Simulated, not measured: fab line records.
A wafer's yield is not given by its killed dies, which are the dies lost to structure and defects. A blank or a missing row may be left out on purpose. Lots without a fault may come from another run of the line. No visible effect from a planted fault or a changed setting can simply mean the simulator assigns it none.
Split-lot trial :: flow n5 finfet :: 7 lots, 21 wafers read, on a route of 1938 steps

## ABOUT THE SPLIT
At N5_SD_EPI_N_DESCUM_14 (chemistry O2, time 7.9 s), the setting time s was moved away from the recipe's 7.9 s on 10 of the 21 wafers read, by -19.7% to +18.7%. For the rest of the wafers, this setting stayed at what the recipe calls for.

The reading is taken at the split's own step.

## THE READING
CAR-ArF-block_of_SD_EPI_N_COAT_03.thk nm (the simulator's own value, which no gauge read), in nm, at N5_SD_EPI_N_DESCUM_14 (chemistry O2, time 7.9 s). The file gives no usual value for it. Here, 11 wafers ran the recipe; their average is 143.6 nm with a standard deviation of 0.21 nm.

wafer: L075.3
tool, chamber at the split: rie diel-02, 2
time s as run, s: 7.9
against the recipe: recipe
CAR-ArF-block_of_SD_EPI_N_COAT_03.thk nm, nm: 143.6
against lot-mates on the recipe: -

wafer: L075.4
tool, chamber at the split: rie diel-02, 2
time s as run, s: 7.9
against the recipe: recipe
CAR-ArF-block_of_SD_EPI_N_COAT_03.thk nm, nm: 143.6
against lot-mates on the recipe: -

wafer: L075.6
tool, chamber at the split: rie diel-02, 0
time s as run, s: 6.34
against the recipe: -19.7%
CAR-ArF-block_of_SD_EPI_N_COAT_03.thk nm, nm: 145
against lot-mates on the recipe: +1.4

wafer: L078.3
tool, chamber at the split: rie diel-05, 3
time s as run, s: 7.9
against the recipe: recipe
CAR-ArF-block_of_SD_EPI_N_COAT_03.thk nm, nm: 143.6
against lot-mates on the recipe: -

wafer: L078.4
tool, chamber at the split: rie diel-05, 0
time s as run, s: 9.375
against the recipe: +18.7%
CAR-ArF-block_of_SD_EPI_N_COAT_03.thk nm, nm: 142.8
against lot-mates on the recipe: -0.8

wafer: L078.6
tool, chamber at the split: rie diel-05, 2
time s as run, s: 7.9
against the recipe: recipe
CAR-ArF-block_of_SD_EPI_N_COAT_03.thk nm, nm: 143.6
against lot-mates on the recipe: -

wafer: L079.3
tool, chamber at the split: rie diel-05, 2
time s as run, s: 8.69
against the recipe: +10.0%
CAR-ArF-block_of_SD_EPI_N_COAT_03.thk nm, nm: 143
against lot-mates on the recipe: -0.4

wafer: L079.4
tool, chamber at the split: rie diel-05, 0
time s as run, s: 7.9
against the recipe: recipe
CAR-ArF-block_of_SD_EPI_N_COAT_03.thk nm, nm: 143.4
against lot-mates on the recipe: -

wafer: L079.6
tool, chamber at the split: rie diel-05, 1
time s as run, s: 8.69
against the recipe: +10.0%
CAR-ArF-block_of_SD_EPI_N_COAT_03.thk nm, nm: 143.4
against lot-mates on the recipe: +0.0

wafer: L080.1
tool, chamber at the split: rie diel-04, 2
time s as run, s: 8.553
against the recipe: +8.3%
CAR-ArF-block_of_SD_EPI_N_COAT_03.thk nm, nm: 143.2
against lot-mates on the recipe: -0.4

wafer: L080.2
tool, chamber at the split: rie diel-04, 3
time s as run, s: 7.9
against the recipe: recipe
CAR-ArF-block_of_SD_EPI_N_COAT_03.thk nm, nm: 143.6
against lot-mates on the recipe: -

wafer: L080.4
tool, chamber at the split: rie diel-04, 1
time s as run, s: 8.553
against the recipe: +8.3%
CAR-ArF-block_of_SD_EPI_N_COAT_03.thk nm, nm: 143
against lot-mates on the recipe: -0.6

wafer: L086.2
tool, chamber at the split: rie diel-04, 0
time s as run, s: 7.9
against the recipe: recipe
CAR-ArF-block_of_SD_EPI_N_COAT_03.thk nm, nm: 143.4
against lot-mates on the recipe: -

wafer: L086.3
tool, chamber at the split: rie diel-04, 1
time s as run, s: 7.9
against the recipe: recipe
CAR-ArF-block_of_SD_EPI_N_COAT_03.thk nm, nm: 144
against lot-mates on the recipe: -

wafer: L086.5
tool, chamber at the split: rie diel-04, 2
time s as run, s: 7.9
against the recipe: recipe
CAR-ArF-block_of_SD_EPI_N_COAT_03.thk nm, nm: 143.8
against lot-mates on the recipe: -

wafer: L090.1
tool, chamber at the split: rie diel-02, 3
time s as run, s: 7.9
against the recipe: recipe
CAR-ArF-block_of_SD_EPI_N_COAT_03.thk nm, nm: 143.8
against lot-mates on the recipe: -

wafer: L090.4
tool, chamber at the split: rie diel-02, 1
time s as run, s: 6.928
against the recipe: -12.3%
CAR-ArF-block_of_SD_EPI_N_COAT_03.thk nm, nm: 144.4
against lot-mates on the recipe: +0.6

wafer: L090.6
tool, chamber at the split: rie diel-02, 2
time s as run, s: 6.928
against the recipe: -12.3%
CAR-ArF-block_of_SD_EPI_N_COAT_03.thk nm, nm: 144.2
against lot-mates on the recipe: +0.4

wafer: L093.1
tool, chamber at the split: rie diel-05, 3
time s as run, s: 8.505
against the recipe: +7.7%
CAR-ArF-block_of_SD_EPI_N_COAT_03.thk nm, nm: 143
against lot-mates on the recipe: -0.2

wafer: L093.2
tool, chamber at the split: rie diel-05, 0
time s as run, s: 7.9
against the recipe: recipe
CAR-ArF-block_of_SD_EPI_N_COAT_03.thk nm, nm: 143.2
against lot-mates on the recipe: -

wafer: L093.6
tool, chamber at the split: rie diel-05, 0
time s as run, s: 8.505
against the recipe: +7.7%
CAR-ArF-block_of_SD_EPI_N_COAT_03.thk nm, nm: 142.8
against lot-mates on the recipe: -0.4

THE FIT
A straight line over all 21 wafers: CAR-ArF-block_of_SD_EPI_N_COAT_03.thk nm changes by -0.0583 nm for each +1% of time s; r = -0.92; the points scatter about the line by 0.22 nm.
The same after taking each lot's own level away (the mean of its wafers on the recipe; 21 wafers): -0.0487 nm for each +1%; r = -0.91; scatter 0.19 nm.
According to that fit, moving time s by its largest amount changes the reading by 0.96 nm.
From 143.20 to 143.80 nm: that is the span of the lots' own levels, equal to 2.9 times the standard deviation above.
Thus the slope moves with the lot-to-lot level: the two fits are different.
Check: +0.791 nm against its lot-mates is what the line predicts for one of the wafers moved furthest among these (-19.7%) when that wafer is left out of the fit. It came out at +1.4 nm against them.

## THE OTHER SPLITS THESE WAFERS WENT THROUGH
Note: prior to the reading, these wafers also went through further splits. Each is held against what the fit with the lots' levels taken away leaves over:
other split on the same wafers: N5_DUMMY_GATE_EXPOSE_12 dose mj
wafers away from the commonest value: 9
r with CAR-ArF-block_of_SD_EPI_N_COAT_03.thk nm (lot level and that fit taken away): -0.33

other split on the same wafers: N5_SD_EPI_N_PEB_07 peb temp c
wafers away from the commonest value: 7
r with CAR-ArF-block_of_SD_EPI_N_COAT_03.thk nm (lot level and that fit taken away): -0.05

## THE FILE'S OWN FIT
CAR-ArF-block_of_SD_EPI_N_COAT_03.thk nm changes by -0.0512 nm for each +1% of time s, r = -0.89.
